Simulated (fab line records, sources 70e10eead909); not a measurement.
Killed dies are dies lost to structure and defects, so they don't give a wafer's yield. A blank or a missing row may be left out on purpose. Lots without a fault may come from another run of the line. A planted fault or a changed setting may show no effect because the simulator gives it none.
Which tool did it? | flow nand_harc | 11 lots, 33 wafers sampled, at 5 steps of a route of 1159

WHAT THE GAUGES READ, wafer by wafer
NHARC_A_SGD_CUT_CD_MEAS_09: target cd 100 nm.
lot  | measured     | on        | cd_nm (nm)
L552 | day 16 12:13 | cd_sem-02 | 99.7 100.0 100.2
L551 | day 16 11:46 | cd_sem-02 | 100.3 99.9 100.1
L549 | day 16 20:10 | cd_sem-02 | 99.9 99.7 100.4
L554 | day 17 02:54 | cd_sem-03 | 100.2 100.9 100.5
L553 | day 17 10:12 | cd_sem-02 | 99.5 99.9 100.1
L555 | day 17 12:08 | cd_sem-03 | 99.8 99.8 100.0
L563 | day 18 04:18 | cd_sem-03 | 82.7 82.8 83.0
L560 | day 18 15:19 | cd_sem-02 | 89.4 88.6 89.0
L566 | day 18 11:53 | cd_sem-03 | 100.3 100.5 100.0
L565 | day 18 13:31 | cd_sem-01 | 99.5 100.1 99.9
L567 | day 18 12:22 | cd_sem-03 | 100.3 99.8 100.1

WHICH TOOL RAN EACH LOT (tool, then ch and the chambers of the sampled wafers, then the start)
lot  | NHARC_A_STAIRCASE_DEP_322       | NHARC_A_STAIRCASE_DESCUM_443       | NHARC_A_STAIRCASE_ETCHBACK_422     | NHARC_A_SGD_CUT_EXPOSE_06
L552 | pecvd-01 ch 1,2, day 15 11:39   | rie_diel-11 ch 1,2, day 16 03:37   | rie_diel-05 ch 1,2, day 16 09:59   | arfi_scanner-02 ch 0, day 16 12:04
L551 | pecvd-01 ch 0,2, day 15 12:18   | rie_diel-05 ch 1,2, day 16 03:30   | rie_diel-04 ch 0,2,3, day 16 09:29 | arfi_scanner-03 ch 0, day 16 11:37
L549 | pecvd-01 ch 1,2, day 15 20:30   | rie_diel-04 ch 2,3, day 16 12:14   | rie_diel-11 ch 0,1, day 16 17:53   | arfi_scanner-02 ch 0, day 16 20:02
L554 | pecvd-02 ch 0,1,2, day 16 02:28 | rie_diel-05 ch 0,1,3, day 16 21:07 | rie_diel-04 ch 0,3, day 17 00:50   | arfi_scanner-03 ch 0, day 17 02:46
L553 | pecvd-02 ch 0,1,2, day 16 09:03 | rie_diel-04 ch 2,3, day 17 04:01   | rie_diel-04 ch 0,1,2, day 17 08:04 | arfi_scanner-01 ch 0, day 17 10:04
L555 | pecvd-01 ch 1,2, day 16 09:19   | rie_diel-05 ch 1,3, day 17 04:11   | rie_diel-11 ch 2,3, day 17 09:29   | arfi_scanner-01 ch 0, day 17 12:00
L563 | pecvd-01 ch 0,2, day 17 05:55   | rie_diel-05 ch 1,2,3, day 17 22:26 | rie_diel-05 ch 0,2, day 18 02:10   | arfi_scanner-01 ch 0, day 18 04:10
L560 | pecvd-03 ch 0,1,2, day 17 10:59 | rie_diel-04 ch 0,1,2, day 18 05:20 | rie_diel-11 ch 0,1, day 18 13:16   | arfi_scanner-01 ch 0, day 18 15:10
L566 | pecvd-03 ch 0,2, day 17 11:34   | rie_diel-05 ch 2,3, day 18 05:07   | rie_diel-11 ch 0,1,3, day 18 09:09 | arfi_scanner-02 ch 0, day 18 11:44
L565 | pecvd-02 ch 0,1,2, day 17 11:49 | rie_diel-04 ch 0,1,2, day 18 05:18 | rie_diel-04 ch 0,1,2, day 18 11:27 | arfi_scanner-03 ch 0, day 18 13:23
L567 | pecvd-01 ch 0,1,2, day 17 16:50 | rie_diel-04 ch 1,2, day 18 05:11   | rie_diel-11 ch 0,3, day 18 09:53   | arfi_scanner-02 ch 0, day 18 12:13
- NHARC_A_STAIRCASE_DEP_322: deposits SiO2, target thk 3800 nm.
- NHARC_A_STAIRCASE_DESCUM_443: chemistry O2, time 3 s.
- NHARC_A_STAIRCASE_ETCHBACK_422: etches the open film in CH3F/O2, target depth 40 nm, time 74.286 s.
- NHARC_A_SGD_CUT_EXPOSE_06: exposes mask SGD.

THE ANSWER, worked out from the rows above alone
Rule: what is usual is taken from the lots themselves. Put in order of their means at a reading, lots are off if they are a third of the lots or fewer, leave a main group of 4 or more, and stand apart from it by a gap of 3 or more times the standard deviation of the main group's means; of several such gaps the widest counts. A main group whose means are all the same, to the digits that the tables above print for the reading, isn't used. A lot without any number at a reading at which 4 lots or more have one is off too. The other lots that the step has rows for count as sound.
Off: L563, L560, at NHARC_A_SGD_CUT_CD_MEAS_09 (cd_nm). The main group: mean 100.1 nm, standard deviation 0.22.
A tool fits if, at a process step before that reading, it ran every lot that is off, and no sound lot after the first of them. The gauges at NHARC_A_SGD_CUT_CD_MEAS_09 are tried like those tools. One fits: arfi_scanner-01 at NHARC_A_SGD_CUT_EXPOSE_06. Its last sound lot is L555 (day 17 12:00), its first lot that is off L563 (day 18 04:10): a fault that began between those two fits.

WHAT THE SIMULATOR HAD PUT IN
Process parameter drift: arfi_scanner-01, from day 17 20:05 on, at NHARC_A_SGD_CUT_EXPOSE_06. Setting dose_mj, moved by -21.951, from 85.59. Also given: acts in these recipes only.
Lots struck among those shown: L563, L560. The rule above found the same.
